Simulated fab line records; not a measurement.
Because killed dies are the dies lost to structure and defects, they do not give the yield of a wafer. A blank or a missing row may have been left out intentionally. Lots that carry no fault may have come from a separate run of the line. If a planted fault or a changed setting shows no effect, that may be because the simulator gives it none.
fab line records | flow nandHarc | part 2 of 2: steps 27 to 38 of 38
[record] lots = 5 | wafers = 15 | lastDay = 23
route steps=1159 shown P_GATE@192 P_CONTACT@217
lots that met no fault: from a run of the same line without faults
startH: hours from the record's opening day to when the first of the lot's shown wafers began | waitH: hours since the lot's step before | " the same as in the row above | L1.1+2: a row that stands for several wafers | - either no value or no given start | * or withheld: withheld | < > ~ a bound
route shown NAME@n: NAME is a module with steps in the file, n the number in the route of the first one | usual: mean/standard deviation taken from wafers without a fault | same: alike in all rows | chamber/n: place in a boat | sites: the reading at each site | _std_site: standard deviation of those values | _edge_site: outer sites' mean less inner sites' | radiusMm: for every site, how far away it sits from the centre of the wafer | mask NAME#n: copy n | behind: the last tool/chamber to shape the wafer | hold: what put the lot on hold/how long, in hours/how the hold closed | device: the n, p or np transistor that did not switch | end of line: the same wafers' tests at the end of the route | step lacking rows: just its recipe | killed: the dies lost at the first sort to structure and to defects; this is not the yield of the wafer | map: a wafer's dies, marking killed ones x, the rest . and places with no die _
set.NAME: setting as actually run; set.NAME@STEP: the setting as run at that earlier step | model.NAME: the simulator's own value behind a step, which no gauge read
certain route steps with their lots: each step a table, each wafer a row
services: a tool's chamber out of use, with start hour (startH, from the record's first day; less than 0 if before it), hours out, and reason
[[steps]]
[step NHARC_P_CONTACT_DEP_00]
[recipe] targetThkA = 5000 | tempC = 400 | pressureTorr = 6.5 | rfW = 900 | teosFlowSccm = 161.4 | flowSccm = 2650 | targetThkNm = 500 | gas = O2 | material = SiO2
[usual] heaterPowerW = 561/91 | throttleValvePct = 16.2/0.72
lot.wafer | tool     | chamber | startH | waitH | heaterPowerW | throttleValvePct
L082.1    | pecvd-03 | 2       | -      | -     | 587          | 15.2
L082.4    | "        | 2       | "      | "     | 606          | 15.3
L082.5    | "        | 0       | "      | "     | 607          | 16.2
L083.2    | pecvd-01 | 0       | -      | -     | 663          | 17.8
L083.5    | "        | 1       | "      | "     | 457          | 16.1
L083.4    | "        | 0       | "      | "     | 679          | 17.7
L085.2    | pecvd-03 | 1       | -      | -     | 425          | 17.1
L085.3    | "        | 0       | "      | "     | 622          | 16.2
L085.5    | "        | 0       | "      | "     | 468          | 16.6
L088.1    | pecvd-02 | 2       | -      | -     | 568          | 15.7
L088.4    | "        | 2       | "      | "     | 604          | 15.8
L088.5    | "        | 1       | "      | "     | 632          | 16.1
L091.2    | pecvd-01 | 0       | -      | -     | 646          | 17.8
L091.6    | "        | 2       | "      | "     | 476          | 15.6
L091.5    | "        | 1       | "      | "     | 463          | 16.0
[step NHARC_P_CONTACT_CMP_01]
[recipe] targetThkNm = 200 | material = SiO2
[usual] motorCurrentA = 12.1/1.1
lot.wafer | tool   | chamber | startH | waitH | motorCurrentA
L082.4    | cmp-02 | 3       | 164.77 | -     | 13.7
L082.1    | "      | 0       | "      | "     | 11.5
L082.5    | "      | 2       | "      | "     | 10.1
L083.4    | cmp-04 | 1       | 166.54 | -     | 11.6
L083.2    | "      | 3       | "      | "     | 12.2
L083.5    | "      | 0       | "      | "     | 13.1
L085.2    | cmp-03 | 0       | 187.49 | -     | 11.9
L085.3    | "      | 2       | "      | "     | 12.6
L085.5    | "      | 0       | "      | "     | 11.1
L088.4    | cmp-02 | 3       | 188.70 | -     | 13.5
L088.1    | "      | 1       | "      | "     | 11.8
L088.5    | "      | 3       | "      | "     | 14.1
L091.2    | cmp-04 | 1       | 217.93 | -     | 11.1
L091.5    | "      | 3       | "      | "     | 11.3
L091.6    | "      | 0       | "      | "     | 14.0
[step NHARC_P_CONTACT_SRD_03]
lot.wafer  | tool        | chamber | startH | waitH
L082.4+5+1 | wetBench-09 | 6,0,2   | 165.02 | 0.0
L083.5+4+2 | wetBench-09 | 5,6,1   | 166.82 | 0.0
L085.3+2+5 | wetBench-04 | 2,3,5   | 187.79 | 0.0
L088.4+5+1 | wetBench-04 | 5,6,0   | 188.99 | 0.1
L091.2+6+5 | wetBench-04 | 4,5,0   | 218.18 | 0.0
[step NHARC_P_CONTACT_DEHYDRATE_04]
[recipe] tempC = 150 | timeS = 120
[usual] exhaustPa = 45.1/0.75 | heaterPowerTotalW = 182.4/1.2
lot.wafer | tool          | chamber | startH | waitH | exhaustPa | heaterPowerTotalW
L082.1    | lithoTrack-04 | 0       | 165.10 | 0.1   | 45.3      | 183.1
L082.4    | "             | 0       | "      | "     | 45.9      | 181.4
L082.5    | "             | 0       | "      | "     | 43.9      | 182.2
L083.2    | lithoTrack-01 | 0       | 166.91 | 0.1   | 44.8      | 182.1
L083.4    | "             | 0       | "      | "     | 45.0      | 183.9
L083.5    | "             | 0       | "      | "     | 44.4      | 184.1
L085.2    | lithoTrack-06 | 0       | 187.87 | 0.1   | 44.4      | 181.0
L085.3    | "             | 0       | "      | "     | 45.5      | 183.7
L085.5    | "             | 0       | "      | "     | 45.6      | 182.9
L088.1    | lithoTrack-06 | 0       | 189.07 | 0.1   | 44.4      | 184.2
L088.4    | "             | 0       | "      | "     | 44.6      | 182.2
L088.5    | "             | 0       | "      | "     | 46.1      | 181.4
L091.2    | lithoTrack-01 | 0       | 218.26 | 0.1   | 45.0      | 180.9
L091.5    | "             | 0       | "      | "     | 45.3      | 182.6
L091.6    | "             | 0       | "      | "     | 46.3      | 182.7
[step NHARC_P_CONTACT_HMDS_05]
[recipe] timeS = 30
[usual] exhaustPa = 45.2/0.82
lot.wafer | tool          | chamber | startH | waitH | exhaustPa
L082.1    | lithoTrack-04 | 0       | -      | -     | 45.5
L082.4    | "             | 0       | "      | "     | 44.7
L082.5    | "             | 0       | "      | "     | 46.0
L083.2    | lithoTrack-01 | 0       | -      | -     | 44.5
L083.4    | "             | 0       | "      | "     | 44.8
L083.5    | "             | 0       | "      | "     | 44.1
L085.2    | lithoTrack-06 | 0       | -      | -     | 45.4
L085.3    | "             | 0       | "      | "     | 44.9
L085.5    | "             | 0       | "      | "     | 45.4
L088.1    | lithoTrack-06 | 0       | -      | -     | 44.5
L088.4    | "             | 0       | "      | "     | 46.1
L088.5    | "             | 0       | "      | "     | 44.6
L091.2    | lithoTrack-01 | 0       | -      | -     | 45.8
L091.5    | "             | 0       | "      | "     | 46.5
L091.6    | "             | 0       | "      | "     | 44.9
[step NHARC_P_CONTACT_COAT_33]
[recipe] tempC = 260 | timeS = 75
[usual] exhaustPa = 45.0/0.83 | heaterPowerTotalW = 486.7/1.6
lot.wafer | tool          | chamber | startH | waitH | exhaustPa | heaterPowerTotalW
L082.1    | lithoTrack-04 | 0       | -      | -     | 44.6      | 484.9
L082.4    | "             | 0       | "      | "     | 44.5      | 484.9
L082.5    | "             | 0       | "      | "     | 44.1      | 484.9
L083.2    | lithoTrack-01 | 0       | -      | -     | 45.5      | 487.6
L083.4    | "             | 0       | "      | "     | 45.3      | 484.4
L083.5    | "             | 0       | "      | "     | 44.0      | 485.0
L085.2    | lithoTrack-06 | 0       | -      | -     | 43.3      | 485.1
L085.3    | "             | 0       | "      | "     | 44.3      | 485.1
L085.5    | "             | 0       | "      | "     | 44.1      | 488.2
L088.1    | lithoTrack-06 | 0       | -      | -     | 43.5      | 484.6
L088.4    | "             | 0       | "      | "     | 44.8      | 485.0
L088.5    | "             | 0       | "      | "     | 45.5      | 486.7
L091.2    | lithoTrack-01 | 0       | -      | -     | 45.7      | 486.2
L091.5    | "             | 0       | "      | "     | 43.4      | 489.5
L091.6    | "             | 0       | "      | "     | 46.3      | 489.5
[step NHARC_P_CONTACT_COAT_34]
[recipe] tempC = 225 | timeS = 65
[usual] exhaustPa = 45.1/0.86 | heaterPowerTotalW = 446.9/2
lot.wafer | tool          | chamber | startH | waitH | exhaustPa | heaterPowerTotalW
L082.1    | lithoTrack-04 | 0       | -      | -     | 44.9      | 444.0
L082.4    | "             | 0       | "      | "     | 45.2      | 449.6
L082.5    | "             | 0       | "      | "     | 44.3      | 444.5
L083.2    | lithoTrack-01 | 0       | -      | -     | 44.6      | 446.9
L083.4    | "             | 0       | "      | "     | 44.1      | 444.1
L083.5    | "             | 0       | "      | "     | 43.5      | 449.4
L085.2    | lithoTrack-06 | 0       | -      | -     | 43.8      | 448.0
L085.3    | "             | 0       | "      | "     | 44.7      | 448.0
L085.5    | "             | 0       | "      | "     | 45.3      | 444.1
L088.1    | lithoTrack-06 | 0       | -      | -     | 44.3      | 449.5
L088.4    | "             | 0       | "      | "     | 45.0      | 445.0
L088.5    | "             | 0       | "      | "     | 44.4      | 448.6
L091.2    | lithoTrack-01 | 0       | -      | -     | 46.8      | 445.4
L091.5    | "             | 0       | "      | "     | 46.2      | 446.2
L091.6    | "             | 0       | "      | "     | 46.7      | 448.9
[step NHARC_P_CONTACT_COAT_06]
[recipe] spinRpm = 1500 | resistThkNm = 90
[usual] exhaustPa = 44.7/0.83
lot.wafer | tool          | chamber | startH | waitH | exhaustPa
L082.1    | lithoTrack-04 | 0       | -      | -     | 43.9
L082.4    | "             | 0       | "      | "     | 44.0
L082.5    | "             | 0       | "      | "     | 44.8
L083.2    | lithoTrack-01 | 0       | -      | -     | 43.9
L083.4    | "             | 0       | "      | "     | 44.7
L083.5    | "             | 0       | "      | "     | 45.1
L085.2    | lithoTrack-06 | 0       | -      | -     | 44.7
L085.3    | "             | 0       | "      | "     | 44.0
L085.5    | "             | 0       | "      | "     | 44.0
L088.1    | lithoTrack-06 | 0       | -      | -     | 44.2
L088.4    | "             | 0       | "      | "     | 44.4
L088.5    | "             | 0       | "      | "     | 42.8
L091.2    | lithoTrack-01 | 0       | -      | -     | 45.7
L091.5    | "             | 0       | "      | "     | 44.7
L091.6    | "             | 0       | "      | "     | 43.9
[step NHARC_P_CONTACT_SOFTBAKE_07]
[recipe] tempC = 105 | timeS = 55
[usual] exhaustPa = 45.3/0.94 | heaterPowerTotalW = 188.45/0.14
lot.wafer | tool          | chamber | startH | waitH | exhaustPa | heaterPowerTotalW
L082.1    | lithoTrack-04 | 0       | -      | -     | 44.8      | 188.41
L082.4    | "             | 0       | "      | "     | 44.9      | 188.31
L082.5    | "             | 0       | "      | "     | 43.9      | 188.70
L083.2    | lithoTrack-01 | 0       | -      | -     | 44.8      | 188.46
L083.4    | "             | 0       | "      | "     | 44.5      | 188.53
L083.5    | "             | 0       | "      | "     | 44.7      | 188.48
L085.2    | lithoTrack-06 | 0       | -      | -     | 46.1      | 188.37
L085.3    | "             | 0       | "      | "     | 46.1      | 188.41
L085.5    | "             | 0       | "      | "     | 45.5      | 188.45
L088.1    | lithoTrack-06 | 0       | -      | -     | 44.7      | 188.32
L088.4    | "             | 0       | "      | "     | 46.9      | 188.48
L088.5    | "             | 0       | "      | "     | 45.6      | 188.28
L091.2    | lithoTrack-01 | 0       | -      | -     | 44.0      | 188.38
L091.5    | "             | 0       | "      | "     | 45.5      | 188.33
L091.6    | "             | 0       | "      | "     | 46.1      | 188.30
[step NHARC_P_CONTACT_EBR_08]
[usual] exhaustPa = 44.9/0.85
lot.wafer | tool          | chamber | startH | waitH | exhaustPa
L082.1    | lithoTrack-04 | 0       | -      | -     | 44.0
L082.4    | "             | 0       | "      | "     | 43.9
L082.5    | "             | 0       | "      | "     | 44.0
L083.2    | lithoTrack-01 | 0       | -      | -     | 45.6
L083.4    | "             | 0       | "      | "     | 45.9
L083.5    | "             | 0       | "      | "     | 44.6
L085.2    | lithoTrack-06 | 0       | -      | -     | 45.5
L085.3    | "             | 0       | "      | "     | 44.7
L085.5    | "             | 0       | "      | "     | 46.2
L088.1    | lithoTrack-06 | 0       | -      | -     | 45.2
L088.4    | "             | 0       | "      | "     | 44.8
L088.5    | "             | 0       | "      | "     | 45.1
L091.2    | lithoTrack-01 | 0       | -      | -     | 44.8
L091.5    | "             | 0       | "      | "     | 45.3
L091.6    | "             | 0       | "      | "     | 44.4
[step NHARC_P_CONTACT_EXPOSE_09]
[recipe] na = 1.35 | targetCdNm = 90 | doseMj = 81.26 | maskId = P_CA
lot.wafer  | tool           | chamber | startH | waitH | mask
L082.1+4+5 | arfiScanner-02 | 0       | 165.28 | -     | P_CA#0
L083.2+4+5 | arfiScanner-02 | 0       | 167.22 | -     | P_CA#0
L085.2+3+5 | arfiScanner-03 | 0       | 188.19 | -     | P_CA#0
L088.1+4+5 | arfiScanner-01 | 0       | 189.38 | -     | P_CA#0
L091.2+5+6 | arfiScanner-02 | 0       | 218.45 | -     | P_CA#0
[step NHARC_P_CONTACT_PEB_10]
[recipe] pebTempC = 100 | pebTimeS = 65
[usual] exhaustPa = 44.8/0.75 | heaterPowerTotalW = 156.6/0.42
lot.wafer | tool          | chamber | startH | waitH | exhaustPa | heaterPowerTotalW
L082.1    | lithoTrack-01 | 0       | 165.34 | 0.1   | 46.4      | 156.7
L082.4    | "             | 0       | "      | "     | 44.7      | 156.0
L082.5    | "             | 0       | "      | "     | 45.2      | 155.9
L083.2    | lithoTrack-06 | 0       | 167.28 | 0.1   | 44.2      | 156.8
L083.4    | "             | 0       | "      | "     | 45.0      | 156.3
L083.5    | "             | 0       | "      | "     | 45.3      | 156.1
L085.2    | lithoTrack-04 | 0       | 188.25 | 0.1   | 44.9      | 156.9
L085.3    | "             | 0       | "      | "     | 44.1      | 157.1
L085.5    | "             | 0       | "      | "     | 45.3      | 156.2
L088.1    | lithoTrack-06 | 0       | 189.43 | 0.1   | 45.3      | 156.6
L088.4    | "             | 0       | "      | "     | 44.8      | 157.2
L088.5    | "             | 0       | "      | "     | 45.3      | 156.1
L091.2    | lithoTrack-06 | 0       | 218.51 | 0.1   | 44.9      | 156.0
L091.5    | "             | 0       | "      | "     | 44.7      | 157.1
L091.6    | "             | 0       | "      | "     | 46.5      | 156.7
[[services]]
tool           | chamber | startH | hours | kind
rieDiel-01     | 0       | 136.38 | 7.9   | repair
arfiScanner-02 | -       | 137.03 | 0.4   | repair
rieDiel-01     | -       | 137.93 | 9.0   | pm
arfiScanner-03 | -       | 140.00 | 4.0   | pm
lithoTrack-04  | -       | 141.00 | 7.0   | pm
wetBench-03    | -       | 146.40 | 8.0   | pm
pecvd-03       | -       | 150.60 | 2.3   | repair
pecvd-02       | -       | 153.20 | 13.0  | pm
pvdSputter-01  | -       | 158.03 | 10.0  | pm
wetBench-04    | -       | 163.20 | 8.0   | pm
lithoTrack-02  | -       | 165.00 | 7.0   | pm
krfScanner-03  | -       | 168.00 | 4.0   | pm
pvdSputter-01  | -       | 173.50 | 0.9   | repair
arfiScanner-02 | -       | 181.79 | 8.6   | repair
plasmaAsher-02 | -       | 183.00 | 9.0   | pm
lithoTrack-07  | -       | 189.00 | 7.0   | pm
cmp-04         | -       | 189.33 | 1.9   | repair
pvdSputter-01  | -       | 191.58 | 1.5   | repair
wetBench-05    | -       | 196.80 | 8.0   | pm
krfScanner-03  | -       | 199.46 | 1.5   | repair
cmp-04         | -       | 203.07 | 4.0   | pm
krfScanner-01  | -       | 205.39 | 2.0   | repair
lithoTrack-03  | -       | 213.00 | 7.0   | pm
pvdSputter-02  | -       | 214.02 | 10.0  | pm
